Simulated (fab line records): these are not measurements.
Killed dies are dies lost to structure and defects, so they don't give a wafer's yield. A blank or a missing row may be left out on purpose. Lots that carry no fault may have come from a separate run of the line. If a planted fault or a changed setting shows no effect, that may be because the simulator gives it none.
Chamber matching + flow n5 finfet + N5_BEOL_M6_CVD_78 on cvd co-01 has 3 sister chambers
The step deposits Co from CCTBA/H2, target thk 2 nm, time 142.3 s. 16 wafers are shown with their chamber, then 7 later ones without.

== EACH WAFER AND ITS CHAMBER ==
| wafer  | chamber | run length s (s) |
|--------|---------|------------------|
| L405.4 | 1       | 165.4            |
| L405.5 | 0       | 164.7            |
| L405.6 | 2       | 164.5            |
| L406.1 | 0       | 164.9            |
| L406.2 | 2       | 163.7            |
| L406.6 | 0       | 165.1            |
| L410.4 | 0       | 165.1            |
| L410.6 | 2       | 163.7            |
| L414.3 | 0       | 164.7            |
| L421.2 | 0       | 165.5            |
| L421.4 | 1       | 165.3            |
| L421.6 | 2       | 164.1            |
| L422.1 | 1       | 166.0            |
| L422.3 | 0       | 165.4            |
| L422.6 | 2       | 163.7            |
| L423.2 | 0       | 164.7            |

SIGNATURES (averages over the wafers above)
| reading      | chamber 0 | chamber 1 | chamber 2 | scatter within a chamber |
|--------------|-----------|-----------|-----------|--------------------------|
| run length s | 165.012   | 165.567   | 163.940   | 0.341                    |
Rule: distance of a wafer from a chamber = root of the sum over the readings of ((wafer's reading minus chamber's mean) / reading's scatter) squared. If the next closest chamber is less than 2 further off than the closest, the wafer can't be placed; otherwise it belongs to the closest. The scatter: the root of (the sum of the squares of (reading less its chamber's mean) over the shown wafers, divided by (wafers less chambers)).

== WAFERS WITHOUT THEIR CHAMBER ==
| wafer  | run length s (s) |
|--------|------------------|
| L423.4 | 165.6            |
| L423.6 | 164.5            |
| L426.1 | 163.9            |
| L426.3 | 163.7            |
| L428.2 | 164.0            |
| L428.4 | 163.8            |
| L428.6 | 163.7            |

== THE CHAMBER EACH PASSED THROUGH ==
| wafer  | from the rows above          | in truth |
|--------|------------------------------|----------|
| L423.4 | can't be placed: 1 or 0      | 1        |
| L423.6 | can't be placed: 0 or 2 or 1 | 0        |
| L426.1 | 2                            | 2        |
| L426.3 | 2                            | 2        |
| L428.2 | 2                            | 2        |
| L428.4 | 2                            | 2        |
| L428.6 | 2                            | 2        |
Correctly placed: 5 of 7. Can't be placed from these rows: 2 (the true chamber is among the candidates in 2). 0 placed wrongly.
